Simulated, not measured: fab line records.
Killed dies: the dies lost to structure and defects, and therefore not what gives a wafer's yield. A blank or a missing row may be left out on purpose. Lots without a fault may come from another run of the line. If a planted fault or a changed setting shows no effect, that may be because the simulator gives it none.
Chamber matching -- flow nandHarc -- NHARC_A_WL_FILL_CMP_12 on cmp-01 has 4 sister chambers
The step polishes, t overpolish 30 s, target thk 100 nm. 8 wafers are shown with their chamber, then 9 later ones without.

== EACH WAFER AND ITS CHAMBER ==
wafer,chamber,timeToEndpointS (s),motorCurrentA (A)
L078.6,2,14,11.9
L085.5,2,14,12.3
L087.1,3,20,11.7
L087.5,1,13,12.3
L087.6,0,15,11.0
L086.2,0,19,11.6
L086.4,1,14,12.4
L086.6,3,24,11.3

== WAFERS WITHOUT THEIR CHAMBER ==
wafer,timeToEndpointS (s),motorCurrentA (A)
L091.2,18,12.4
L091.5,18,11.7
L091.6,15,12.1
L093.2,17,11.0
L093.4,17,12.1
L093.5,19,12.6
L095.3,15,12.6
L095.5,16,13.2
L095.6,16,11.9

== EACH ONE'S CHAMBER ==
wafer,from the rows above,in truth
L091.2,can't be placed: 2 or 1 or 3 or 0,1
L091.5,can't be placed: 0 or 3 or 2 or 1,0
L091.6,can't be placed: 2 or 1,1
L093.2,can't be placed: 0 or 3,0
L093.4,can't be placed: 2 or 1 or 0 or 3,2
L093.5,can't be placed: 1 or 2 or 3 or 0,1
L095.3,can't be placed: 1 or 2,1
L095.5,can't be placed: 1 or 2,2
L095.6,can't be placed: 2 or 1 or 0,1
Placed correctly: 0 of 9. Can't be placed from these rows: 9 (the true chamber is among the candidates in 9). Wrongly placed: 0.
How it was worked out, from the rows above alone: a wafer's distance from a chamber is the root of the sum, over the readings, of the square of ((its reading less the chamber's mean) divided by the reading's scatter). The wafer belongs to the nearest chamber; if the next one is less than 2 further off, it can't be placed. For every chamber, the mean is computed from those of its wafers that are shown. How the scatter is found: for the shown wafers, subtract from each reading the mean of its chamber, square and add these, divide the total by (wafers less chambers), then take the root.
